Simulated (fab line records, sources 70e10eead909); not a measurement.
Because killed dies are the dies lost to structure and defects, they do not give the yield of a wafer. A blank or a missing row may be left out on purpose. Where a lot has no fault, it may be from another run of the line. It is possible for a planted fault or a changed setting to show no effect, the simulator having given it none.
Chamber matching / flow nand harc / NHARC_A_CHANNEL_FILL_D2_ETCHBACK_19 on rie si-02: 4 sister chambers
The step etches the open film in HBr/Cl2, target depth 5 nm, time 1.7 s. 16 wafers are shown with their chamber, then 8 later ones without.

## WAFERS WITH THEIR CHAMBER
wafer=L074.3; chamber=0; oes product au (a.u.)=1.024; throttle valve pct (%)=26.406
wafer=L074.4; chamber=2; oes product au (a.u.)=1.012; throttle valve pct (%)=26.402
wafer=L074.5; chamber=1; oes product au (a.u.)=1.020; throttle valve pct (%)=26.426
wafer=L075.1; chamber=1; oes product au (a.u.)=1.012; throttle valve pct (%)=26.407
wafer=L075.3; chamber=0; oes product au (a.u.)=1.009; throttle valve pct (%)=26.407
wafer=L075.5; chamber=2; oes product au (a.u.)=1.010; throttle valve pct (%)=26.398
wafer=L077.1; chamber=1; oes product au (a.u.)=1.002; throttle valve pct (%)=26.409
wafer=L077.2; chamber=2; oes product au (a.u.)=1.008; throttle valve pct (%)=26.406
wafer=L077.5; chamber=2; oes product au (a.u.)=1.002; throttle valve pct (%)=26.406
wafer=L079.1; chamber=3; oes product au (a.u.)=1.002; throttle valve pct (%)=26.399
wafer=L079.3; chamber=2; oes product au (a.u.)=1.007; throttle valve pct (%)=26.401
wafer=L079.5; chamber=2; oes product au (a.u.)=0.995; throttle valve pct (%)=26.402
wafer=L089.2; chamber=2; oes product au (a.u.)=0.996; throttle valve pct (%)=26.414
wafer=L089.4; chamber=1; oes product au (a.u.)=1.013; throttle valve pct (%)=26.410
wafer=L089.6; chamber=3; oes product au (a.u.)=1.003; throttle valve pct (%)=26.406
wafer=L090.1; chamber=1; oes product au (a.u.)=1.014; throttle valve pct (%)=26.412

SIGNATURES (means of the wafers above)
reading=oes product au; chamber 0=1.01650; chamber 1=1.01220; chamber 2=1.00429; chamber 3=1.00250; scatter within a chamber=0.0068
reading=throttle valve pct; chamber 0=26.40650; chamber 1=26.41280; chamber 2=26.40414; chamber 3=26.40250; scatter within a chamber=0.00589
Rule: a wafer's distance from a chamber is the root of the sum, over the readings, of the square of ((its reading less the chamber's mean) divided by the reading's scatter). If the next closest chamber is less than 2 further off than the closest, the wafer can't be placed; otherwise it belongs to the closest. The scatter: take each reading less its chamber's mean, square it, sum over the shown wafers, divide by the number of wafers less the number of chambers, and take the root.

## WAFERS WITHOUT THEIR CHAMBER
wafer=L090.2; oes product au (a.u.)=1.010; throttle valve pct (%)=26.394
wafer=L090.3; oes product au (a.u.)=1.012; throttle valve pct (%)=26.406
wafer=L093.4; oes product au (a.u.)=1.005; throttle valve pct (%)=26.413
wafer=L093.5; oes product au (a.u.)=1.009; throttle valve pct (%)=26.408
wafer=L093.6; oes product au (a.u.)=1.003; throttle valve pct (%)=26.428
wafer=L095.1; oes product au (a.u.)=1.015; throttle valve pct (%)=26.414
wafer=L095.2; oes product au (a.u.)=1.022; throttle valve pct (%)=26.412
wafer=L095.6; oes product au (a.u.)=1.005; throttle valve pct (%)=26.396

## EACH ONE'S CHAMBER
wafer=L090.2; from the rows above=can't be placed: 3 or 2 or 0 or 1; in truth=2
wafer=L090.3; from the rows above=can't be placed: 0 or 1 or 2 or 3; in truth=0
wafer=L093.4; from the rows above=can't be placed: 1 or 2 or 3 or 0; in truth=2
wafer=L093.5; from the rows above=can't be placed: 1 or 2 or 0 or 3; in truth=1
wafer=L093.6; from the rows above=can't be placed: 1 or 2 or 0 or 3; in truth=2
wafer=L095.1; from the rows above=can't be placed: 1 or 0 or 2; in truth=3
wafer=L095.2; from the rows above=can't be placed: 0 or 1 or 2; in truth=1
wafer=L095.6; from the rows above=can't be placed: 3 or 2 or 0 or 1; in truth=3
0 of 8 placed correctly. Unplaceable from these rows: 8, with the true chamber sitting among the candidates in 7. Number placed wrongly: 0.
